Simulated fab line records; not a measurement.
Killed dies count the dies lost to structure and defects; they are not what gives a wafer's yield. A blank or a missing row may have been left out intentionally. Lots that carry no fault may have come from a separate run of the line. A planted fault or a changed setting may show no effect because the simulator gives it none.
fab line records ; flow n5_finfet
[record] lots = 3; wafers = 9; last_day = 18
route steps=1938 shown ILD0@335 SDB@347 PASSIVATION@1936
lots that met no fault: taken from a fault-free run of the same line
start_h: start of the lot's first displayed wafer, in hours after the record's first day ; wait_h: time in hours since the lot's previous step ; " same as the row above ; L1.1+2: one row covering several wafers at once ; - no value, or no start was given ; * or withheld: withheld ; < > ~ a bound
route shown NAME@n: names a module that has steps shown in the file, with the first one's number in the route ; usual: the fault-free wafers' mean and standard deviation ; same: alike in all rows ; chamber/n: place in a boat ; sites: readings site by site ; _std_site: standard deviation across them ; _edge_site: mean of outer sites minus mean of inner sites ; radius_mm: how far each site lies from the wafer's centre ; mask NAME#n: copy n ; behind: the last tool/chamber to shape the wafer ; hold: the reason the lot was held/the length of the hold in hours/how it ended ; device: the n, p or np transistor that did not switch ; end of line: tests of these same wafers at the route's end ; for a step that has no rows: nothing shown but its recipe ; killed: dies that structure and defects cost at the first sort, which is not the same as the wafer's yield ; map: the dies of a wafer, with x for killed, . for not killed, _ for no die there
set.NAME: the setting that was run; set.NAME@STEP: the one run at that earlier step ; model.NAME: the simulator's own value behind a step, which no gauge read
lots seen at some steps along the route; tables by step, rows by wafer
services: the hour from which a tool's chamber was out of use, counted from the record's first day as start_h (under 0 if before that day), plus the number of hours and why
[[steps]]
[step N5_ILD0_LINER_00]
[recipe] material = SiNx; target_thk_a = 40; temp_c = 400; ald_precursor_family = SiH2I2; ald_co_reactant = N2/H2-plasma; pulse_time_s = 1; purge_time_s = 2; co_reactant_purge_time_s = 2; ald_cycles = 80; pressure_torr = 2
[step N5_ILD0_FCVD_FILL_01]
[recipe] material = SiO2_flowable; target_thk_a = 2000; temp_c = 100; pressure_torr = 0.8; rf_w = 2000; time_s = 328.3
[step N5_ILD0_CURE_02]
[recipe] temp_c = 450; time_s = 1800; ambient = steam; idle_temp_c = 400; ramp_up_c_per_min = 5; ramp_down_c_per_min = 3; densification_p_h2o_torr = 640
[step N5_ILD0_CMP_03]
[recipe] stop_on = SiNx; t_overpolish_s = 1.9; post_cmp_clean = alkaline_brush; down_force_psi = 4.1491; platen_rpm = 51.796; pad_velocity_m_s = 1.0306; target_thk_nm = 197.38
[step N5_ILD0_CMP_07]
[recipe] stop_on = poly-Si; material = SiO2_flowable; t_overpolish_s = 1.18; post_cmp_clean = alkaline_brush; down_force_psi = 4.1491; platen_rpm = 51.796; pad_velocity_m_s = 1.0306; target_thk_nm = 138.88
[step N5_ILD0_PRECLEAN_10]
[recipe] chemistry = NF3:NH3; afs_cycles = 5; time_s = 20; temp_c = 30; sublimation_temp_c = 180; sublimation_time_s = 60; pressure_torr = 3; rf_power_w = 30
[step N5_ILD0_ALD_15]
[recipe] material = SiNx; target_thk_a = 240; temp_c = 400; ald_precursor_family = SiH2I2; ald_co_reactant = N2/H2-plasma; pulse_time_s = 1; ald_cycles = 480; purge_time_s = 2; co_reactant_purge_time_s = 2; pressure_torr = 2
[step N5_ILD0_CMP_12]
[recipe] stop_on = poly-Si; material = SiNx; t_overpolish_s = 6; post_cmp_clean = alkaline_brush; down_force_psi = 2.5; platen_rpm = 51.8; pad_velocity_m_s = 1.0307; target_thk_nm = 17.67
[step N5_SDB_HM_DEP_00]
[recipe] material = SiNx; target_thk_a = 400; temp_c = 400; precursor = SiH4/NH3/N2; pressure_torr = 1.5; rf_w = 300; time_s = 35.3
[usual] heater_power_outer_w = 473/56; heater_power_w = 755/72; showerhead_plenum_p_Torr = 5.12/0.068; throttle_valve_pct = 41.0/2.8
lot.wafer;tool;chamber;start_h;wait_h;heater_power_outer_w;heater_power_w;showerhead_plenum_p_Torr;throttle_valve_pct;model.SiNx_of_SDB_HM_DEP_00.thk_nm
L260.1;pecvd-03;1;79.38;0.0;435;687;5.12;44.2;40.2
L260.4;pecvd-03;0;79.38;0.0;577;887;5.17;45.1;39.6
L260.6;pecvd-03;1;79.38;0.0;439;693;5.12;44.1;40.4
L270.1;pecvd-03;0;139.89;0.0;587;864;5.18;45.5;67.8
L270.3;pecvd-03;1;139.89;0.0;420;652;5.12;44.0;39.6
L270.6;pecvd-03;1;139.89;0.0;422;673;5.11;43.7;40.2
L280.2;pecvd-04;2;202.43;0.0;469;718;5.01;37.7;40
L280.5;pecvd-04;2;202.43;0.0;487;748;5.00;37.9;41
L280.6;pecvd-04;1;202.43;0.0;432;713;5.17;41.7;40.6
[step N5_SDB_COAT_03]
[recipe] resist = SOC; temp_c = 250; time_s = 60; spin_rpm = 1500; resist_thk_nm = 100
[step N5_SDB_COAT_04]
[recipe] resist = SiARC; temp_c = 220; time_s = 60; spin_rpm = 1500; resist_thk_nm = 18
[step N5_SDB_COAT_05]
[recipe] resist = CAR-ArF; spin_rpm = 1500; resist_thk_nm = 90
[step N5_SDB_EBR_07]
[recipe] solvent = PGMEA; ebr_width_mm = 1.5
[step N5_SDB_SOFTBAKE_06]
[recipe] temp_c = 110; time_s = 60; resist = CAR-ArF
[step N5_SDB_EXPOSE_08]
[recipe] mask_id = SDB; na = 1.35; source_shape = conventional; sigma_outer = 0.5; polarization = unpolarized; dose_mj = 49.6
[step N5_SDB_PEB_09]
[recipe] peb_temp_c = withheld; peb_time_s = 60; resist = CAR-ArF
[step N5_SDB_DEVELOP_10]
[recipe] develop_time_s = 30; developer = TMAH; resist = CAR-ArF; rinse_liquid = diw; dry = air_spin; dev_temp_c = 23
[step N5_SDB_DESCUM_16]
[recipe] chemistry = O2; time_s = 7.9; source_power_w = 50; bias_power_w = 20; pressure_mtorr = 20; rf_frequency_hz = 2.712e+07; temp_c = 40; resist = CAR-ArF; o2_flow_sccm = 225
[step N5_SDB_ETCH_17]
[recipe] chemistry = CF4; target = SiARC; target_depth_a = 234; mask_material = CAR-ArF; time_s = 39; ion_energy_ev = 80; pressure_mtorr = 40; source_w = 545; bias_w = 36; Ar_flow_sccm = 100; cf4_flow_sccm = 100; ends = cleared
[step N5_SDB_ETCH_18]
[recipe] chemistry = N2/H2; target = SOC; target_depth_a = 1000; overetch_a = 200; mask_material = SiARC; temp_c = 40; time_s = 150; ion_energy_ev = 200; pressure_mtorr = 30; source_w = 840; bias_w = 150; n2_flow_sccm = 200; h2_flow_sccm = 200
[step N5_SDB_STRIP_19]
[recipe] chemistry = N2/H2; temp_c = 40; n2_flow_sccm = 200; h2_flow_sccm = 200; rf_frequency_hz = 6e+07
[step N5_SDB_STRIP_21]
[recipe] chemistry = CF4; resist = SiARC; power_w = 300; bias_power_w = 75; pressure_mtorr = 50; cf4_flow_sccm = 150; rf_frequency_hz = 6e+07
[step N5_SDB_HM_OPEN_20]
[recipe] chemistry = CH3F/O2; target = SiNx; mask_material = SOC; target_depth_a = 240; stop_on = poly-Si; over_etch_frac = 0.4; ion_energy_ev = 120; pressure_mtorr = 30; source_w = 395; bias_w = 73; Ar_flow_sccm = 150; CH3F_flow_sccm = 30; O2_flow_sccm = 20
[usual] drypump_motor_current_A = 5.7/0.4; oes_product_au = 0.66/0.084; rf_vpp_V = 302/5; showerhead_plenum_p_Torr = 2.00/0.091; throttle_valve_pct = 16.34/0.22
lot.wafer;tool;chamber;start_h;wait_h;drypump_motor_current_A;oes_product_au;rf_hours_counter_h;rf_vpp_V;showerhead_plenum_p_Torr;throttle_valve_pct;model.etch.depth_nm
L260.1;rie_diel-05;2;80.02;0.0;5.6;0.76;18;305;2.12;16.07;24.3
L260.4;rie_diel-05;3;80.02;0.0;5.5;0.59;204;305;2.07;16.58;23.65
L260.6;rie_diel-05;3;80.02;0.0;5.5;0.59;-;302;2.07;16.58;24.42
L270.1;rie_diel-05;0;141.09;0.0;5.5;0.79;103;292;1.85;16.62;33.41
L270.3;rie_diel-05;3;141.09;0.0;5.5;0.57;225;304;2.06;16.61;23.65
L270.6;rie_diel-05;0;141.09;0.0;5.5;0.66;-;292;1.85;16.60;24.12
L280.2;rie_diel-05;0;203.19;0.0;5.5;0.64;122;292;1.84;16.64;24.04
L280.5;rie_diel-05;2;203.19;0.0;5.7;0.70;-;303;2.10;16.16;24.94
L280.6;rie_diel-05;1;203.19;0.0;5.6;0.75;-;293;1.97;16.20;24.57
[step N5_SDB_STRIP_22]
[recipe] chemistry = N2/H2; power_w = 1000; temp_c = 250; h2_frac = 0.65; overash_fraction = 0.3; pressure_mtorr = withheld; n2_flow_sccm = 1750; h2_flow_sccm = 3250
[step N5_SDB_PRECLEAN_23]
[recipe] chemistry = dHF; time_s = 30; temp_c = 25; dilution = withheld
[step N5_SDB_DUMMY_REMOVE_24]
[recipe] chemistry = TMAH; temp_c = 70; target = poly-Si; stop_on = SiO2; target_depth_nm = 142; conc_wt_pct = 5; time_s = 57; dry = ipa_marangoni; rinse_time_s = 30; rinse_temp_c = 23
[step N5_SDB_ETCH_25]
[recipe] chemistry = C4F6/O2; target = SiO2; target_depth_a = 100; time_s = 3.3; ion_energy_ev = 250; mask_material = SiNx; pressure_mtorr = 30; source_w = 345; bias_w = 185; Ar_flow_sccm = 300; C4F6_flow_sccm = 10; O2_flow_sccm = 10
[step N5_SDB_CUT_ETCH_26]
[recipe] chemistry = HBr/Cl2/O2; target = Si; target_depth_a = 1296; bt_time_s = 20; mask_material = SiNx; time_s = 51.8; ion_energy_ev = *; bias_w = *; pressure_mtorr = 10; icp_w = 800; HBr_flow_sccm = 150; Cl2_flow_sccm = 80; O2_flow_sccm = 12
[step N5_SDB_PRECLEAN_38]
[recipe] chemistry = dHF; time_s = 10; dilution = 750:1; temp_c = 25
[same] time_s = 10
lot.wafer;tool;chamber;start_h;wait_h;model.SiNx_of_SDB_HM_DEP_00.thk_nm
L260.1+4;wet_bench-02;6,1;80.57;0.1;22.4
L260.6;wet_bench-02;2;80.57;0.1;22.6
L270.1;wet_bench-01;7;141.61;0.1;49.8
L270.3;wet_bench-01;5;141.61;0.1;21.4
L270.6;wet_bench-01;6;141.61;0.1;22
L280.2;wet_bench-01;3;203.70;0.1;22.2
L280.5;wet_bench-01;2;203.70;0.1;23
L280.6;wet_bench-01;4;203.70;0.1;22.6
[step N5_SDB_PRECLEAN_39]
[recipe] chemistry = O3/DIW; time_s = 45; temp_c = 22; o3_ppm = 10
[step N5_SDB_SRD_28]
[recipe] dry = ipa_marangoni; time_s = 30; temp_c = 23; rinse_liquid = diw
[step N5_SDB_ALD_29]
[recipe] material = SiNx; target_thk_a = 300; temp_c = 400; ald_precursor_family = SiH2I2; ald_co_reactant = N2/H2-plasma; pulse_time_s = 1; ald_cycles = 600; purge_time_s = 2; co_reactant_purge_time_s = 2; pressure_torr = 2
[step N5_SDB_CMP_30]
[recipe] stop_on = poly-Si; t_overpolish_s = 1.54; post_cmp_clean = alkaline_brush; down_force_psi = 4.1491; platen_rpm = 51.796; pad_velocity_m_s = 1.0306; target_thk_nm = 30
[usual] head_pressure_psi = 4.149/0.0087; motor_current_A = 12.2/0.93; time_to_endpoint_s = 17.3/2.4
lot.wafer;tool;chamber;start_h;wait_h;head_pressure_psi;motor_current_A;time_to_endpoint_s
L260.4;cmp-01;1;83.37;1.4;4.156;12.4;20.1
L260.1;cmp-01;0;83.37;1.4;4.157;12.1;14.2
L260.6;cmp-01;1;83.37;1.4;4.149;12.0;17.6
L270.1;cmp-04;0;144.96;1.5;4.145;13.0;26.1
L270.3;cmp-04;1;144.96;1.5;4.155;13.9;15.8
L270.6;cmp-04;3;144.96;1.5;4.137;11.7;19.3
L280.2;cmp-01;3;206.54;1.4;4.148;10.4;15.0
L280.6;cmp-01;2;206.54;1.4;4.150;13.4;13.6
L280.5;cmp-01;3;206.54;1.4;4.145;11.0;15.8
[step N5_PASSIVATION_PROBE_49]
[usual] killed_at_M0_to_M3 = 33/11; killed_at_M4_up = 14/5; killed_at_contacts = 11/7.3; killed_at_front_end = 43/12; killed_at_other = 4/3.1; killed_dies = 106/17; killed_on_rim = 14/3.8; killed_open = 69/13; killed_short = 34/8.7
[same] gross_dies = 1180; killed_at_back_side = 0
lot.wafer;tool;chamber;start_h;wait_h;killed_at_M0_to_M3;killed_at_M4_up;killed_at_contacts;killed_at_front_end;killed_at_other;killed_dies;killed_on_rim;killed_open;killed_short
L270.1;prober-01;-;394.29;0.0;56;23;5;1094;2;1180;152;87;57
L270.3;prober-01;-;394.39;0.1;25;18;3;49;1;96;9;65;31
L270.6;prober-01;-;394.54;0.3;19;18;6;47;0;90;9;60;30
L280.2;prober-02;-;438.54;0.1;30;9;4;37;8;88;11;65;22
L280.5;prober-02;-;438.69;0.2;31;5;13;55;5;109;15;68;41
L280.6;prober-02;-;438.74;0.3;15;12;12;51;10;100;11;63;37
// killed by level:class
L270.1 SDB:area_open=1036 BEOL_M0_SAQP:geometric_particle:open=22 FIN_SAQP:geometric_particle:short=20 BEOL_M0_SAQP:geometric_particle:short=15 FIN_SAQP:geometric_particle:open=10 BEOL_M4:geometric_particle:open=10 DUMMY_GATE:geometric_particle:open=9 BEOL_M2:geometric_particle:open=9
L270.3 FIN_SAQP:geometric_particle:open=10 FIN_SAQP:geometric_particle:short=10 BEOL_M0_SAQP:geometric_particle:open=9 GATE_CUT:geometric_particle:short=8 BEOL_M4:geometric_particle:open=7 DUMMY_GATE:geometric_particle:open=6 BEOL_M5:geometric_particle:open=6 BEOL_M0_SAQP:geometric_particle:short=5
L270.6 FIN_SAQP:geometric_particle:short=12 BEOL_M4:geometric_particle:open=11 FIN_SAQP:geometric_particle:open=10 STI_FIN_REVEAL:geometric_particle:open=7 BEOL_M0_SAQP:geometric_particle:open=7 MOL_CONTACT_COAG:geometric_particle:open=5 STI_FIN_REVEAL:geometric_particle:short=4 DUMMY_GATE:geometric_particle:open=4
L280.2 STI_FIN_REVEAL:geometric_particle:open=12 BEOL_M0_SAQP:geometric_particle:open=10 PASS1_CAP:geometric_particle:short=8 BEOL_M3:geometric_particle:open=7 FIN_SAQP:geometric_particle:short=5 DUMMY_GATE:geometric_particle:open=5 FIN_SAQP:geometric_particle:open=4 MOL_CONTACT_COAG:geometric_particle:open=4
L280.5 FIN_SAQP:geometric_particle:open=16 BEOL_M0_SAQP:geometric_particle:short=11 FIN_SAQP:geometric_particle:short=10 STI_FIN_REVEAL:geometric_particle:open=9 MOL_CONTACT_COAG:geometric_particle:open=9 ILD0:geometric_particle:short=7 BEOL_M3:geometric_particle:open=6 BEOL_M0_SAQP:geometric_particle:open=5
L280.6 FIN_SAQP:geometric_particle:short=11 MOL_CONTACT_COAG:geometric_particle:open=10 FIN_SAQP:geometric_particle:open=8 GATE_CUT:geometric_particle:open=8 STI_FIN_REVEAL:geometric_particle:open=6 PASS1_CAP:geometric_particle:open=6 DUMMY_GATE:geometric_particle:open=5 BEOL_M4:geometric_particle:short=5
// map L270.1 (x killed, . not)
_________________xxxxxxxxxxxx________________
______________xxxxxxxxxxxxxxxxxx_____________
___________xxxxxxxxxxxxxxxxxxxxxxxx__________
__________xxxxxxxxxxxxxxxxxxxxxxxxxx_________
________xxxxxxxxxxxxxxxxxxxxxxxxxxxxxx_______
_______xxxxxxxxxxxxxxxxxxxxxxxxxxxxxxxx______
______xxxxxxxxxxxxxxxxxxxxxxxxxxxxxxxxxx_____
_____xxxxxxxxxxxxxxxxxxxxxxxxxxxxxxxxxxxx____
____xxxxxxxxxxxxxxxxxxxxxxxxxxxxxxxxxxxxxx___
___xxxxxxxxxxxxxxxxxxxxxxxxxxxxxxxxxxxxxxxx__
___xxxxxxxxxxxxxxxxxxxxxxxxxxxxxxxxxxxxxxxx__
__xxxxxxxxxxxxxxxxxxxxxxxxxxxxxxxxxxxxxxxxxx_
__xxxxxxxxxxxxxxxxxxxxxxxxxxxxxxxxxxxxxxxxxx_
_xxxxxxxxxxxxxxxxxxxxxxxxxxxxxxxxxxxxxxxxxxxx
_xxxxxxxxxxxxxxxxxxxxxxxxxxxxxxxxxxxxxxxxxxxx
_xxxxxxxxxxxxxxxxxxxxxxxxxxxxxxxxxxxxxxxxxxxx
_xxxxxxxxxxxxxxxxxxxxxxxxxxxxxxxxxxxxxxxxxxxx
_xxxxxxxxxxxxxxxxxxxxxxxxxxxxxxxxxxxxxxxxxxxx
_xxxxxxxxxxxxxxxxxxxxxxxxxxxxxxxxxxxxxxxxxxxx
_xxxxxxxxxxxxxxxxxxxxxxxxxxxxxxxxxxxxxxxxxxxx
_xxxxxxxxxxxxxxxxxxxxxxxxxxxxxxxxxxxxxxxxxxxx
__xxxxxxxxxxxxxxxxxxxxxxxxxxxxxxxxxxxxxxxxxx_
__xxxxxxxxxxxxxxxxxxxxxxxxxxxxxxxxxxxxxxxxxx_
___xxxxxxxxxxxxxxxxxxxxxxxxxxxxxxxxxxxxxxxx__
___xxxxxxxxxxxxxxxxxxxxxxxxxxxxxxxxxxxxxxxx__
____xxxxxxxxxxxxxxxxxxxxxxxxxxxxxxxxxxxxxx___
_____xxxxxxxxxxxxxxxxxxxxxxxxxxxxxxxxxxxx____
______xxxxxxxxxxxxxxxxxxxxxxxxxxxxxxxxxx_____
_______xxxxxxxxxxxxxxxxxxxxxxxxxxxxxxxx______
________xxxxxxxxxxxxxxxxxxxxxxxxxxxxxx_______
__________xxxxxxxxxxxxxxxxxxxxxxxxxx_________
___________xxxxxxxxxxxxxxxxxxxxxxxx__________
______________xxxxxxxxxxxxxxxxxx_____________
_________________xxxxxxxxxxxx________________
// map L260.4 (x killed, . not)
_________________............________________
______________.................._____________
___________..........x.............__________
__________...........x.x..........xx_________
________.x........................xx.._______
_______..........x.......x.............______
______x..x.....x......x............x...._____
_____x..........xx.x....x...x......x.....____
____.x........x.......x..x........x.......___
___.x....................x...x....x...x...x__
___................................x.......__
__........x..........x...............x......_
__.x..............x...........xx.x....x...x._
_x.....x...x...........x....x.............x..
_.........x..................................
_...x...x...............x..............x.....
_..............x...........x..x............x.
_................x.x..x.............x........
_...............................x.........x..
_.........................x..x......x......xx
_..x..x................................x.x...
__................x...............x..x......_
__..........x...x.x.x.........x..........x.._
___........................x......x........__
___.......x...x...x.......x.....x.x.x......__
____...x..................................___
_____..........x.............x...........____
______................x......x.........._____
_______...x............................______
________.........x......x............._______
__________.....x.............x....x._________
___________....x....x..x...........__________
______________.x........x......._____________
_________________.....x......________________
[[services]]
tool;chamber;start_h;hours;kind
cmp-01;-;56.21;4.0;pm
cmp-01;-;60.21;-;consumable_replace:conditioner
cmp-01;-;60.21;-;consumable_replace:pad
pecvd-03;2;60.79;13.5;repair
cmp-01;-;74.32;0.8;repair
pecvd-04;1;75.64;5.5;scheduled_down
cmp-04;-;79.42;0.4;repair
wet_bench-01;-;89.02;0.7;repair
pecvd-03;-;120.84;0.8;pm
cmp-01;-;122.23;2.0;repair
rie_diel-05;1;129.37;-;clean
rie_diel-05;1;129.37;-;consumable_replace:focus_ring
rie_diel-05;1;129.37;22.9;scheduled_down
rie_diel-05;1;129.37;22.9;vent_cycle
pecvd-03;2;142.11;7.6;repair
cmp-01;-;149.83;0.3;repair
pecvd-03;-;154.55;6.0;pm
wet_bench-02;-;155.61;0.8;repair
pecvd-04;1;177.63;6.5;repair
cmp-01;-;178.30;3.8;pm
cmp-01;-;184.37;8.5;repair
cmp-04;-;184.95;0.2;repair
rie_diel-05;0;191.10;10.4;repair
pecvd-03;0;192.22;5.5;scheduled_down
[[key]]
[first_sign] step = N5_SDB_CMP_30; reading = time_to_endpoint_s; direction = up; sigmas = 3.6; usual = *; struck = *
[effect] step = N5_PASSIVATION_PROBE_49; reading = killed_at_front_end; direction = up; sigmas = 90; usual = 43; struck = 1094
[model_effect] step = N5_SDB_HM_DEP_00; value = SiNx_of_SDB_HM_DEP_00.thk_nm; without = 39.4; struck = 67.8
[model_effect] step = N5_SDB_HM_OPEN_20; value = etch.depth_nm; without = 23.45; struck = 33.41
[model_effect] step = N5_SDB_PRECLEAN_38; value = SiNx_of_SDB_HM_DEP_00.thk_nm; without = 21.4; struck = 49.8
[more_kills_born_at] N5_SDB_HM_OPEN_20@rie_diel-05 = 1036
met_at N5_SDB_HM_DEP_00
struck_wafers L270.1
later_rows_left_out L270.1
tester_left_out L270
onset_between 79.38 139.89
[fault] kind = process_parameter_drift; tool = pecvd-03; chamber = -; onset_h = 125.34; steps = N5_SDB_HM_DEP_00; channel = time_s; offset = *; shape = step; end_h = 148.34; scope = struck_wafers_only; acts_in = *; stated = *
// tester_left_out: of these lots the tester's yield and bins aren't shown, on N5 and GAA mostly nor the transistor test; their killed dies are dies lost to structure and defects alone, not to doping, threshold or leakage, so they don't give the yield
// later_rows_left_out: the simulator's readings of these wafers behind a module that went badly wrong aren't trusted and aren't shown, but for the sort
